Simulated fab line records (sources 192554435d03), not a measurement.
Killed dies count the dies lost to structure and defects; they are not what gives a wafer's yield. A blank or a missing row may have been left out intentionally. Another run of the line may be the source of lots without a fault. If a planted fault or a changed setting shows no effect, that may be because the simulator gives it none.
Lot-split experiment	flow n5_finfet	7 lots, 21 wafers read, on a route of 1938 steps

== THE SPLIT ITSELF ==
At N5_BEOL_M9_ILD_DEP_00 (deposits SiCOH lowk from DEMS/porogen, target thk 308.51 nm, time 58 s), the setting time_s was moved away from the recipe's 58 s on 5 of the 21 wafers read, by -6.8% to +14.8%. All remaining wafers had this setting at the recipe value.

== FROM SPLIT TO READING: 1 step shown by the file between the two ==
- N5_BEOL_M9_CURE_71: cures SiCOH lowk, time 240 s

== THE READING ==
M9_ILD_THK (nm), taken at N5_BEOL_M9_THK_MEAS_01. A value of 271 nm with a standard deviation of 4.1 nm is what fault-free wafers of this fab line usually give.

wafer	tool, chamber at the split	time_s as run, s	against the recipe	M9_ILD_THK, nm	against lot-mates on the recipe
L083.1	pecvd-01, 1	58	recipe	270	-
L083.3	pecvd-01, 2	58	recipe	272	-
L083.4	pecvd-01, 0	58	recipe	271	-
L085.2	pecvd-02, 2	54.45	-6.1%	251	-32
L085.3	pecvd-02, 1	54.45	-6.1%	257	-26
L085.6	pecvd-02, 0	58	recipe	283	-
L089.4	pecvd-03, 2	58	recipe	272	-
L089.5	pecvd-03, 2	58	recipe	274	-
L089.6	pecvd-03, 2	58	recipe	271	-
L092.1	pecvd-01, 2	58	recipe	267	-
L092.2	pecvd-01, 1	58	recipe	272	-
L092.5	pecvd-01, 0	58	recipe	271	-
L090.1	pecvd-02, 1	58	recipe	270	-
L090.2	pecvd-02, 0	58	recipe	271	-
L090.5	pecvd-02, 1	58	recipe	268	-
L094.1	pecvd-01, 0	54.08	-6.8%	251	-24
L094.4	pecvd-01, 1	58	recipe	275	-
L094.5	pecvd-01, 2	54.08	-6.8%	259	-16
L095.2	pecvd-02, 2	66.61	+14.8%	305	+30
L095.4	pecvd-02, 0	58	recipe	279	-
L095.6	pecvd-02, 2	58	recipe	271	-

FIT RESULTS
A straight line over all 21 wafers: M9_ILD_THK changes by +2.42 nm for each +1% of time_s; r = +0.94; the points scatter about the line by 4.1 nm.
The same after taking each lot's own level away (the mean of its wafers on the recipe; 21 wafers): +2.72 nm for each +1%; r = +0.93; scatter 4.9 nm.
Per that fit: largest time_s move, reading shift of 40 nm.
The lots' own levels span 269.7 to 283.0 nm, that is 3.3 times the standard deviation above.
So the slope is not independent of the lot-to-lot level: the two fits are not the same.
Check: +55.6 nm against its lot-mates is what the line predicts for one of the wafers moved furthest among these (+14.8%) when that wafer is left out of the fit. It came out at +30 nm against them.

== THE OTHER SPLITS THESE WAFERS WENT THROUGH ==
These wafers also went through other splits before the reading. Each is held against what the fit with the lots' levels taken away leaves over:
other split on the same wafers	wafers away from the commonest value	r with M9_ILD_THK (lot level and that fit taken away)
N5_BEOL_M8_PEB_09 peb_time_s	8	+0.20

== THE WHOLE CHAIN: every reading that the file lists as answering this split, in the file's order ==
step	what it does	reading	change (the file's fit)	r (the file's)
N5_BEOL_M9_ILD_DEP_00	deposits SiCOH lowk from DEMS/porogen, target thk 308.51 nm, time 58 s	SiCOH_lowk_of_BEOL_M9_ILD_DEP_00.thk_nm (the simulator's own value, which no gauge read)	+2.86 nm for each +1% of the setting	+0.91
N5_BEOL_M9_CURE_71	cures SiCOH lowk, time 240 s	SiCOH_lowk_of_BEOL_M9_ILD_DEP_00.thk_nm (the simulator's own value, which no gauge read)	+2.52 nm for each +1% of the setting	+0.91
N5_BEOL_M9_THK_MEAS_01		M9_ILD_THK	+2.51 for each +1% of the setting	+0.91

== FILE'S OWN FIT ==
M9_ILD_THK changes by +2.51 nm for each +1% of time_s, r = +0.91.
